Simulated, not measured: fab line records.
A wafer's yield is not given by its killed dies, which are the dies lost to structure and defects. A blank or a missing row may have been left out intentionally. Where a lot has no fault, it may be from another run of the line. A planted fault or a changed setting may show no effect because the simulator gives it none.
fab line records	flow nand-harc
[record] lots = 24	wafers = 72	last-day = 25
route steps=1159 shown A_CONTACT@897
lots that met no fault: taken from a fault-free run of the same line
start-h: hours from the record's opening day to when the first of the lot's shown wafers began	wait-h: hours since the lot's step before	" unchanged from the row above	L1.1+2: several wafers, shown together as one row	- no value, or no start was given	* or withheld: withheld	< > ~ a bound
route shown NAME@n: names a module that has steps shown in the file, with the first one's number in the route	usual: mean/standard deviation taken from wafers without a fault	same: alike in all rows	chamber/n: place in a boat	sites: readings site by site	_std_site: standard deviation of those values	_edge_site: the outer-site mean with the inner-site mean subtracted	radius-mm: for every site, how far away it sits from the centre of the wafer	mask NAME#n: copy n	behind: the tool/chamber that last shaped the wafer	hold: cause of the lot's hold/its duration in hours/its outcome	device: names the non-switching transistor (n, p or np)	end of line: the tests these same wafers got at the end of their route	for a step that has no rows: nothing shown but its recipe	killed: dies lost to structure and defects at the first sort, not the wafer's yield	map: dies across one wafer; x = killed, . = not, _ = none there
set.NAME: the run value of the setting; set.NAME@STEP: its run value at that earlier step	model.NAME: the simulator's own value behind a step, which no gauge read
steps of the route over a sample of lots; a table a step, a row a wafer
services: the hour from which a tool's chamber was out of use, counted from the record's first day as start-h (under 0 if before that day), plus the number of hours and why
[[steps]]
[step NHARC_A_CONTACT_OVL_MEAS_70]
[usual] overlay-x-nm = -0.1/0.9	overlay-y-nm = 0.1/0.78
lot.wafer	tool	chamber	start-h	wait-h	overlay-x-nm	overlay-y-nm
L074.3	overlay-02	-	367.06	-	1.8	-0.6
L074.5	"	-	"	"	1.9	-0.7
L074.6	"	-	"	"	1.7	-0.5
L075.2	overlay-01	-	375.86	-	0.3	1.3
L075.3	"	-	"	"	0.2	0.8
L075.5	"	-	"	"	-0.6	1.1
L077.2	overlay-02	-	377.70	-	0.5	-1.6
L077.3	"	-	"	"	0.1	-1.4
L077.5	"	-	"	"	1.0	-1.5
L076.2	overlay-01	-	384.07	-	-1.2	0.1
L076.5	"	-	"	"	-0.7	-0.5
L076.6	"	-	"	"	-0.5	0.1
L078.2	overlay-02	-	395.85	-	-0.8	0.3
L078.3	"	-	"	"	-0.5	0.6
L078.6	"	-	"	"	-1.0	0.3
L079.1	overlay-02	-	402.28	-	-0.7	0.3
L079.4	"	-	"	"	-0.7	-0.3
L079.6	"	-	"	"	-0.4	-0.2
L081.1	overlay-02	-	430.26	-	0.1	-0.6
L081.4	"	-	"	"	-0.2	-1.0
L081.6	"	-	"	"	0.1	-0.4
L083.1	overlay-02	-	431.97	-	1.3	2.0
L083.2	"	-	"	"	1.1	1.8
L083.5	"	-	"	"	0.9	1.4
L080.2	overlay-02	-	436.65	-	0.0	0.2
L080.4	"	-	"	"	0.1	-0.1
L080.5	"	-	"	"	0.5	-0.1
L082.2	overlay-02	-	442.34	-	-1.4	-0.1
L082.3	"	-	"	"	-0.8	0.4
L082.4	"	-	"	"	-1.0	0.6
L084.1	overlay-02	-	442.58	-	-0.7	0.5
L084.2	"	-	"	"	-0.9	0.4
L084.4	"	-	"	"	-1.6	0.6
L088.1	overlay-01	-	447.55	-	1.2	0.9
L088.2	"	-	"	"	1.5	0.4
L088.4	"	-	"	"	1.8	0.8
L085.1	overlay-02	-	450.75	-	-0.1	0.6
L085.3	"	-	"	"	-0.8	0.9
L085.6	"	-	"	"	-0.4	1.6
L087.1	overlay-01	-	453.01	-	-0.8	0.7
L087.3	"	-	"	"	-1.4	0.8
L087.5	"	-	"	"	-0.6	0.1
L086.3	overlay-01	-	465.49	-	-0.4	0.6
L086.5	"	-	"	"	0.3	0.3
L086.6	"	-	"	"	-0.7	0.5
L090.1	overlay-01	-	470.30	-	0.5	0.3
L090.4	"	-	"	"	0.9	0.2
L090.6	"	-	"	"	1.0	0.3
L089.2	overlay-01	-	474.69	-	-1.0	0.4
L089.4	"	-	"	"	-1.4	0.4
L089.5	"	-	"	"	-1.4	0.0
L093.1	overlay-01	-	477.76	-	0.1	-0.1
L093.4	"	-	"	"	-0.3	0.1
L093.5	"	-	"	"	-0.1	-0.1
L092.1	overlay-01	-	488.37	-	-1.0	-0.2
L092.3	"	-	"	"	-0.5	-0.2
L092.4	"	-	"	"	-0.4	-0.4
L091.1	overlay-02	-	492.24	-	0.1	-0.1
L091.2	"	-	"	"	0.4	-0.6
L091.3	"	-	"	"	-0.2	-0.5
L095.2	overlay-02	-	507.32	-	0.2	-0.3
L095.5	"	-	"	"	0.3	0.0
L095.6	"	-	"	"	0.0	-1.1
L097.1	overlay-02	-	508.96	-	0.8	0.4
L097.2	"	-	"	"	0.8	0.7
L097.5	"	-	"	"	0.3	0.2
L094.2	overlay-01	-	512.33	-	-1.7	-0.4
L094.4	"	-	"	"	-1.9	-0.4
L094.6	"	-	"	"	-2.1	-0.8
L096.1	overlay-01	-	517.71	-	-1.1	-1.4
L096.5	"	-	"	"	-1.1	-1.3
L096.6	"	-	"	"	-1.2	-2.1
[step NHARC_A_CONTACT_ETCH_133]
[recipe] source-w = withheld	pressure-mtorr = 20	bias-v = 400	time-s = 195	target-depth-a = 8400	ar-flow-sccm = withheld	c4f8-flow-sccm = 11.5	o2-flow-sccm = 7.2	chemistry = C4F8/O2/Ar
lot.wafer	tool	chamber	start-h	wait-h	rf-hours-counter-h
L074.3	har-cap-etch-02	0	369.93	0.2	-
L074.6	"	1	"	"	-
L074.5	"	0	"	"	-
L075.2	har-cap-etch-01	0	378.52	0.1	60
L075.3	"	1	"	"	-
L075.5	"	0	"	"	-
L077.2	har-cap-etch-01	1	381.21	0.1	61
L077.3	"	0	"	"	-
L077.5	"	0	"	"	-
L076.2	har-cap-etch-01	1	386.67	0.1	63
L076.5	"	0	"	"	-
L076.6	"	1	"	"	-
L078.2	har-cap-etch-02	0	398.40	0.1	15
L078.3	"	1	"	"	-
L078.6	"	1	"	"	-
L079.1	har-cap-etch-03	0	404.89	0.1	90
L079.4	"	1	"	"	-
L079.6	"	1	"	"	-
L081.1	har-cap-etch-01	1	432.88	0.1	67
L081.4	"	0	"	"	-
L081.6	"	0	"	"	-
L083.1	har-cap-etch-03	1	434.55	0.1	92
L083.2	"	0	"	"	92
L083.5	"	0	"	"	-
L080.2	har-cap-etch-03	0	439.76	0.2	93
L080.4	"	1	"	"	-
L080.5	"	0	"	"	-
L082.2	har-cap-etch-01	1	445.04	0.1	70
L082.3	"	0	"	"	-
L082.4	"	1	"	"	-
L084.1	har-cap-etch-02	1	445.49	0.1	21
L084.2	"	0	"	"	21
L084.4	"	0	"	"	-
L088.2	har-cap-etch-02	0	450.10	0.1	23
L088.1	"	1	"	"	23
L088.4	"	0	"	"	-
L085.1	har-cap-etch-02	0	453.35	0.1	24
L085.3	"	1	"	"	-
L085.6	"	1	"	"	-
L087.1	har-cap-etch-01	1	455.57	0.1	73
L087.3	"	1	"	"	-
L087.5	"	1	"	"	-
L086.3	har-cap-etch-01	0	468.51	0.2	-
L086.5	"	1	"	"	-
L086.6	"	0	"	"	-
L090.1	har-cap-etch-02	0	473.16	0.1	27
L090.4	"	0	"	"	-
L090.6	"	1	"	"	-
L089.2	har-cap-etch-02	1	477.81	0.1	29
L089.4	"	0	"	"	-
L089.5	"	1	"	"	-
L093.1	har-cap-etch-02	0	480.37	0.1	30
L093.4	"	1	"	"	-
L093.5	"	1	"	"	-
L092.1	har-cap-etch-02	0	490.97	0.1	31
L092.3	"	1	"	"	-
L092.4	"	0	"	"	-
L091.2	har-cap-etch-03	1	495.46	0.2	103
L091.1	"	0	"	"	103
L091.3	"	0	"	"	-
L095.2	har-cap-etch-03	0	509.88	0.1	105
L095.5	"	0	"	"	-
L095.6	"	1	"	"	-
L097.2	har-cap-etch-02	0	511.53	0.1	35
L097.1	"	1	"	"	35
L097.5	"	0	"	"	-
L094.2	har-cap-etch-03	1	515.06	0.1	107
L094.4	"	0	"	"	-
L094.6	"	1	"	"	-
L096.1	har-cap-etch-03	0	520.27	0.1	108
L096.5	"	0	"	"	-
L096.6	"	1	"	"	-
[step NHARC_A_CONTACT_ETCH_89]
[recipe] target-depth-a = 2600	over-etch-frac = 0.3	time-s = 475.3	ion-energy-ev = 200	n2-flow-sccm = 150	h2-flow-sccm = 150	ar-flow-sccm = 0	rf-w = 400	bias-w = 150	chemistry = N2/H2
[usual] drypump-motor-current-A = 5.6/0.42	oes-product-au = 1.004/0.0078	rf-fwd-power-W = 399.1/1.3	rf-vpp-V = 431.0/2.9	showerhead-plenum-p-Torr = 2.06/0.1	throttle-valve-pct = 14.171/0.0082
lot.wafer	tool	chamber	start-h	wait-h	drypump-motor-current-A	oes-product-au	rf-fwd-power-W	rf-hours-counter-h	rf-vpp-V	showerhead-plenum-p-Torr	throttle-valve-pct
L074.3	rie-diel-04	2	-	-	6.6	1.003	399.9	15	428.8	1.94	14.168
L074.5	"	2	"	"	6.6	1.003	400.6	-	426.9	1.94	14.176
L074.6	"	3	"	"	5.3	0.991	397.6	-	434.0	2.15	14.171
L075.3	rie-diel-10	2	-	-	6.1	1.018	398.4	8	434.0	2.14	14.158
L075.2	"	3	"	"	5.3	1.014	398.2	7	431.4	2.11	14.179
L075.5	"	3	"	"	5.3	1.003	396.6	-	431.5	2.11	14.163
L077.2	rie-diel-01	1	-	-	6.0	1.011	398.5	27	433.7	2.11	14.149
L077.3	"	2	"	"	5.4	1.017	400.1	22	427.0	1.92	14.153
L077.5	"	1	"	"	6.0	1.008	400.6	-	433.1	2.11	14.175
L076.2	rie-diel-01	1	-	-	6.0	1.009	397.9	28	431.8	2.11	14.184
L076.5	"	0	"	"	5.6	1.018	398.5	-	427.3	1.94	14.175
L076.6	"	1	"	"	5.9	1.001	400.1	-	430.7	2.11	14.175
L078.2	rie-diel-10	2	-	-	6.1	0.999	399.5	14	432.6	2.14	14.176
L078.3	"	3	"	"	5.3	1.008	400.5	11	432.9	2.11	14.184
L078.6	"	3	"	"	5.3	1.001	399.4	-	433.7	2.11	14.170
L079.1	rie-diel-10	2	-	-	6.1	0.999	398.9	17	432.4	2.14	14.172
L079.4	"	1	"	"	5.5	0.991	397.6	17	435.0	2.19	14.169
L079.6	"	3	"	"	5.3	0.997	398.1	-	431.9	2.11	14.168
L081.4	rie-diel-01	1	-	-	5.9	1.003	399.4	48	432.9	2.11	14.171
L081.1	"	2	"	"	5.4	1.002	397.3	37	425.9	1.91	14.167
L081.6	"	3	"	"	5.0	0.995	400.8	-	435.3	2.20	14.158
L083.1	rie-diel-04	1	-	-	5.6	1.005	399.2	26	430.4	2.04	14.171
L083.2	"	3	"	"	5.3	1.005	400.5	25	433.8	2.14	14.177
L083.5	"	1	"	"	5.6	1.011	399.4	-	429.8	2.04	14.176
L080.2	rie-diel-01	3	-	-	5.1	1.002	397.9	53	434.7	2.20	14.184
L080.4	"	1	"	"	6.0	1.010	398.2	51	432.3	2.11	14.166
L080.5	"	2	"	"	5.4	1.011	397.9	-	426.1	1.91	14.178
L082.4	rie-diel-01	1	-	-	6.0	1.000	399.4	52	431.7	2.10	14.175
L082.2	"	2	"	"	5.4	1.003	398.7	41	427.1	1.91	14.165
L082.3	"	3	"	"	5.0	1.001	399.5	55	435.4	2.20	14.157
L084.1	rie-diel-01	3	-	-	5.1	1.014	398.0	55	436.6	2.20	14.167
L084.2	"	0	"	"	5.6	1.004	397.5	53	426.6	1.93	14.178
L084.4	"	1	"	"	6.0	1.004	400.2	53	432.8	2.10	14.171
L088.4	rie-diel-04	0	-	-	5.7	1.008	399.9	30	433.0	2.12	14.187
L088.2	"	1	"	"	5.7	1.014	400.3	29	431.0	2.04	14.176
L088.1	"	3	"	"	5.3	0.995	398.2	29	433.5	2.14	14.180
L085.1	rie-diel-04	2	-	-	6.6	1.012	397.5	29	428.3	1.93	14.174
L085.3	"	1	"	"	5.6	1.012	400.0	30	430.4	2.03	14.155
L085.6	"	2	"	"	6.6	1.005	399.4	-	427.5	1.93	14.183
L087.1	rie-diel-04	0	-	-	5.7	1.007	397.2	31	431.8	2.12	14.182
L087.3	"	2	"	"	6.5	1.001	399.2	31	427.3	1.93	14.176
L087.5	"	3	"	"	5.3	1.004	397.5	-	433.3	2.14	14.180
L086.3	rie-diel-10	0	-	-	5.2	1.003	400.8	35	425.3	1.90	14.187
L086.6	"	0	"	"	5.2	1.007	399.9	-	427.1	1.90	14.173
L086.5	"	1	"	"	5.4	1.012	401.3	-	434.1	2.18	14.150
L090.4	rie-diel-01	0	-	-	5.6	1.015	398.4	63	427.3	1.93	14.190
L090.1	"	1	"	"	6.0	1.004	399.3	63	432.3	2.10	14.168
L090.6	"	1	"	"	6.0	0.999	398.1	-	432.5	2.10	14.171
L089.4	rie-diel-04	0	-	-	5.7	0.998	398.4	2	432.5	2.12	14.166
L089.2	"	3	"	"	5.3	1.000	398.7	2	434.3	2.14	14.178
L089.5	"	1	"	"	5.6	0.990	399.0	-	430.3	2.03	14.171
L093.4	rie-diel-10	2	-	-	6.1	0.999	398.9	46	431.9	2.13	14.166
L093.1	"	3	"	"	5.3	0.998	397.8	43	432.1	2.10	14.184
L093.5	"	3	"	"	5.3	0.989	399.3	-	430.9	2.10	14.165
L092.3	rie-diel-10	2	-	-	6.1	1.011	399.3	47	433.3	2.13	14.165
L092.4	"	3	"	"	5.3	1.009	395.0	45	432.6	2.10	14.173
L092.1	"	0	"	"	5.2	1.003	400.9	40	425.0	1.90	14.168
L091.1	rie-diel-04	2	-	-	6.5	0.999	399.4	3	427.9	1.93	14.176
L091.2	"	3	"	"	5.4	1.000	401.2	3	434.7	2.14	14.177
L091.3	"	0	"	"	5.7	1.007	398.7	4	430.6	2.12	14.188
L095.2	rie-diel-10	3	-	-	5.3	1.002	398.7	54	432.0	2.09	14.153
L095.6	"	3	"	"	5.3	1.012	397.8	-	432.2	2.09	14.160
L095.5	"	0	"	"	5.3	1.009	401.2	-	426.9	1.90	14.170
L097.2	rie-diel-04	0	-	-	5.7	0.992	400.7	7	431.5	2.12	14.168
L097.1	"	1	"	"	5.7	0.994	398.3	6	430.7	2.03	14.169
L097.5	"	3	"	"	5.3	0.992	398.4	-	433.5	2.14	14.175
L094.2	rie-diel-01	0	-	-	5.6	1.001	399.0	8	426.7	1.93	14.172
L094.4	"	3	"	"	5.0	1.005	400.8	9	433.2	2.19	14.167
L094.6	"	1	"	"	5.9	1.006	398.6	-	431.5	2.10	14.180
L096.1	rie-diel-04	1	-	-	5.6	0.992	397.0	9	430.5	2.03	14.159
L096.5	"	2	"	"	6.6	0.989	398.8	-	427.8	1.93	14.169
L096.6	"	3	"	"	5.3	0.996	401.1	-	433.7	2.14	14.173
[step NHARC_A_CONTACT_ETCH_137]
[recipe] source-w = withheld	pressure-mtorr = 20	bias-v = 3000	time-s = 132	target-depth-a = 12870	ar-flow-sccm = withheld	c4f8-flow-sccm = withheld	o2-flow-sccm = withheld	chemistry = C4F8/O2/Ar
lot.wafer	tool	chamber	start-h	wait-h	rf-hours-counter-h
L074.3	har-cap-etch-02	1	378.98	0.1	-
L074.5	"	0	"	"	-
L074.6	"	1	"	"	-
L075.2	har-cap-etch-02	1	383.92	0.1	12
L075.3	"	0	"	"	-
L075.5	"	1	"	"	-
L077.2	har-cap-etch-03	0	386.62	0.1	87
L077.3	"	0	"	"	-
L077.5	"	0	"	"	-
L076.2	har-cap-etch-01	1	392.06	0.1	63
L076.5	"	0	"	"	-
L076.6	"	1	"	"	-
L078.2	har-cap-etch-01	0	403.61	0.1	64
L078.3	"	1	"	"	-
L078.6	"	1	"	"	-
L079.1	har-cap-etch-02	1	410.18	0.1	16
L079.4	"	0	"	"	-
L079.6	"	0	"	"	-
L081.1	har-cap-etch-02	1	438.60	0.1	19
L081.4	"	1	"	"	-
L081.6	"	1	"	"	-
L083.2	har-cap-etch-01	1	440.16	0.1	68
L083.1	"	0	"	"	68
L083.5	"	0	"	"	-
L080.2	har-cap-etch-01	0	445.72	0.1	70
L080.4	"	0	"	"	-
L080.5	"	1	"	"	-
L082.2	har-cap-etch-01	1	450.47	0.1	71
L082.3	"	1	"	"	-
L082.4	"	0	"	"	-
L084.2	har-cap-etch-03	1	452.12	0.1	96
L084.1	"	0	"	"	96
L084.4	"	0	"	"	-
L088.2	har-cap-etch-03	0	457.54	0.1	97
L088.1	"	1	"	"	97
L088.4	"	0	"	"	-
L085.1	har-cap-etch-02	0	459.21	0.1	25
L085.3	"	1	"	"	-
L085.6	"	1	"	"	-
L087.1	har-cap-etch-03	0	462.67	0.1	98
L087.3	"	1	"	"	-
L087.5	"	0	"	"	-
L086.3	har-cap-etch-03	1	474.16	0.1	-
L086.5	"	1	"	"	-
L086.6	"	0	"	"	-
L090.1	har-cap-etch-03	1	478.41	0.1	100
L090.4	"	1	"	"	-
L090.6	"	1	"	"	-
L089.2	har-cap-etch-03	0	487.59	0.1	101
L089.4	"	1	"	"	-
L089.5	"	1	"	"	-
L093.1	har-cap-etch-01	0	492.55	0.1	79
L093.4	"	0	"	"	-
L093.5	"	1	"	"	-
L092.1	har-cap-etch-02	0	496.54	0.1	32
L092.3	"	0	"	"	-
L092.4	"	1	"	"	-
L091.1	har-cap-etch-01	0	500.90	0.1	80
L091.2	"	1	"	"	80
L091.3	"	1	"	"	-
L095.2	har-cap-etch-02	0	515.18	0.1	35
L095.5	"	1	"	"	-
L095.6	"	0	"	"	-
L097.1	har-cap-etch-01	0	517.51	0.1	83
L097.2	"	1	"	"	83
L097.5	"	1	"	"	-
L094.2	har-cap-etch-03	0	523.05	0.1	108
L094.4	"	0	"	"	-
L094.6	"	1	"	"	-
L096.1	har-cap-etch-02	1	526.09	0.1	37
L096.6	"	0	"	"	-
L096.5	"	1	"	"	-
[step NHARC_A_CONTACT_CD_MEAS_15]
[usual] cd-nm = 89.8/0.48
lot.wafer	tool	chamber	start-h	wait-h	cd-nm
L074.3	cd-sem-01	-	379.95	-	89.9
L074.5	"	-	"	"	89.5
L074.6	"	-	"	"	89.8
L075.2	cd-sem-01	-	384.80	-	90.0
L075.3	"	-	"	"	89.9
L075.5	"	-	"	"	89.6
L077.2	cd-sem-02	-	387.62	-	89.6
L077.3	"	-	"	"	89.5
L077.5	"	-	"	"	89.2
L076.2	cd-sem-02	-	392.91	-	88.9
L076.5	"	-	"	"	88.5
L076.6	"	-	"	"	88.7
L078.2	cd-sem-01	-	404.48	-	89.5
L078.3	"	-	"	"	89.4
L078.6	"	-	"	"	89.2
L079.1	cd-sem-02	-	411.04	-	89.4
L079.4	"	-	"	"	90.2
L079.6	"	-	"	"	89.7
L081.1	cd-sem-01	-	439.63	-	89.4
L081.4	"	-	"	"	89.2
L081.6	"	-	"	"	89.9
L083.1	cd-sem-02	-	441.18	-	90.3
L083.2	"	-	"	"	90.1
L083.5	"	-	"	"	90.7
L080.2	cd-sem-02	-	446.79	-	90.2
L080.4	"	-	"	"	90.3
L080.5	"	-	"	"	90.5
L082.2	cd-sem-02	-	451.34	-	89.3
L082.3	"	-	"	"	89.8
L082.4	"	-	"	"	89.7
L084.1	cd-sem-01	-	452.99	-	90.3
L084.2	"	-	"	"	90.0
L084.4	"	-	"	"	90.0
L088.1	cd-sem-03	-	458.43	-	89.8
L088.2	"	-	"	"	89.3
L088.4	"	-	"	"	89.3
L085.1	cd-sem-03	-	460.09	-	90.6
L085.3	"	-	"	"	89.9
L085.6	"	-	"	"	89.4
L087.1	cd-sem-02	-	464.02	-	88.8
L087.3	"	-	"	"	89.8
L087.5	"	-	"	"	88.9
L086.3	cd-sem-03	-	475.31	-	90.0
L086.5	"	-	"	"	90.2
L086.6	"	-	"	"	89.5
L090.1	cd-sem-03	-	479.26	-	90.0
L090.4	"	-	"	"	89.9
L090.6	"	-	"	"	90.0
L089.2	cd-sem-03	-	488.44	-	89.8
L089.4	"	-	"	"	90.4
L089.5	"	-	"	"	90.6
L093.1	cd-sem-03	-	493.42	-	88.7
L093.4	"	-	"	"	90.2
L093.5	"	-	"	"	89.0
L092.1	cd-sem-03	-	497.40	-	90.2
L092.3	"	-	"	"	90.2
L092.4	"	-	"	"	90.6
L091.1	cd-sem-02	-	501.77	-	90.3
L091.2	"	-	"	"	90.0
L091.3	"	-	"	"	90.4
L095.2	cd-sem-01	-	516.03	-	89.9
L095.5	"	-	"	"	90.1
L095.6	"	-	"	"	90.4
L097.1	cd-sem-03	-	518.43	-	90.0
L097.2	"	-	"	"	90.4
L097.5	"	-	"	"	89.4
L094.2	cd-sem-01	-	523.97	-	90.3
L094.4	"	-	"	"	90.3
L094.6	"	-	"	"	90.6
L096.1	cd-sem-02	-	526.94	-	89.3
L096.5	"	-	"	"	89.4
L096.6	"	-	"	"	89.8
[step NHARC_A_CONTACT_INSPECT_23]
[usual] raw-defect-count = 408/110
lot.wafer	tool	chamber	start-h	wait-h	raw-defect-count
L074.3	defect-inspect-02	-	385.82	0.1	394
L074.5	"	-	"	"	306
L074.6	"	-	"	"	316
L075.2	defect-inspect-01	-	396.31	0.1	307
L075.3	"	-	"	"	325
L075.5	"	-	"	"	319
L077.2	defect-inspect-02	-	399.34	0.1	382
L077.3	"	-	"	"	488
L077.5	"	-	"	"	494
L076.2	defect-inspect-02	-	400.07	0.1	497
L076.5	"	-	"	"	354
L076.6	"	-	"	"	434
L078.2	defect-inspect-01	-	412.17	0.1	364
L078.3	"	-	"	"	257
L078.6	"	-	"	"	586
L079.1	defect-inspect-01	-	423.07	0.1	408
L079.4	"	-	"	"	306
L079.6	"	-	"	"	446
L081.1	defect-inspect-01	-	446.72	0.1	306
L081.4	"	-	"	"	336
L081.6	"	-	"	"	388
L083.1	defect-inspect-02	-	447.81	0.1	536
L083.2	"	-	"	"	945
L083.5	"	-	"	"	621
L080.2	defect-inspect-02	-	449.23	0.1	448
L080.4	"	-	"	"	517
L080.5	"	-	"	"	624
L082.2	defect-inspect-01	-	456.10	0.1	349
L082.3	"	-	"	"	455
L082.4	"	-	"	"	411
L084.1	defect-inspect-01	-	456.85	0.1	516
L084.2	"	-	"	"	373
L084.4	"	-	"	"	344
L088.1	defect-inspect-01	-	461.65	0.1	495
L088.2	"	-	"	"	372
L088.4	"	-	"	"	490
L085.1	defect-inspect-02	-	475.12	0.1	498
L085.3	"	-	"	"	564
L085.6	"	-	"	"	394
L087.1	defect-inspect-02	-	475.70	0.1	355
L087.3	"	-	"	"	368
L087.5	"	-	"	"	326
L086.3	defect-inspect-02	-	477.74	0.1	516
L086.5	"	-	"	"	356
L086.6	"	-	"	"	394
L090.1	defect-inspect-01	-	482.10	0.1	517
L090.4	"	-	"	"	266
L090.6	"	-	"	"	315
L089.2	defect-inspect-01	-	492.79	0.1	435
L089.4	"	-	"	"	348
L089.5	"	-	"	"	355
L093.1	defect-inspect-01	-	501.26	0.1	369
L093.4	"	-	"	"	373
L093.5	"	-	"	"	528
L092.1	defect-inspect-02	-	506.36	0.1	458
L092.3	"	-	"	"	361
L092.4	"	-	"	"	612
L091.1	defect-inspect-02	-	507.31	0.1	367
L091.2	"	-	"	"	410
L091.3	"	-	"	"	492
L095.2	defect-inspect-02	-	518.75	0.1	369
L095.5	"	-	"	"	229
L095.6	"	-	"	"	356
L097.1	defect-inspect-02	-	523.75	0.1	292
L097.2	"	-	"	"	431
L097.5	"	-	"	"	238
L094.2	defect-inspect-02	-	526.53	0.1	576
L094.4	"	-	"	"	424
L094.6	"	-	"	"	378
L096.1	defect-inspect-02	-	537.37	0.1	433
L096.5	"	-	"	"	423
L096.6	"	-	"	"	393
[[services]]
tool	chamber	start-h	hours	kind
rie-diel-04	0	346.92	-	clean
rie-diel-04	1	346.92	-	clean
rie-diel-04	2	346.92	-	clean
rie-diel-04	3	346.92	-	clean
rie-diel-10	-	353.50	9.0	pm
rie-diel-01	2	370.60	14.2	repair
rie-diel-04	0	371.42	-	clean
rie-diel-04	1	371.42	-	clean
rie-diel-04	2	371.42	-	clean
rie-diel-04	3	371.42	-	clean
rie-diel-04	-	393.64	0.7	repair
rie-diel-04	0	395.92	-	clean
rie-diel-04	1	395.92	-	clean
rie-diel-04	2	395.92	-	clean
rie-diel-04	3	395.92	-	clean
rie-diel-04	0	420.42	-	clean
rie-diel-10	2	423.51	3.3	repair
rie-diel-01	0	453.61	3.1	repair
rie-diel-01	2	458.27	8.7	repair
rie-diel-10	0	463.85	7.3	repair
rie-diel-04	-	465.95	9.0	pm
rie-diel-01	-	492.10	9.0	pm
rie-diel-01	2	504.88	3.7	repair
rie-diel-04	-	523.29	0.9	repair
[[key]]
fault none
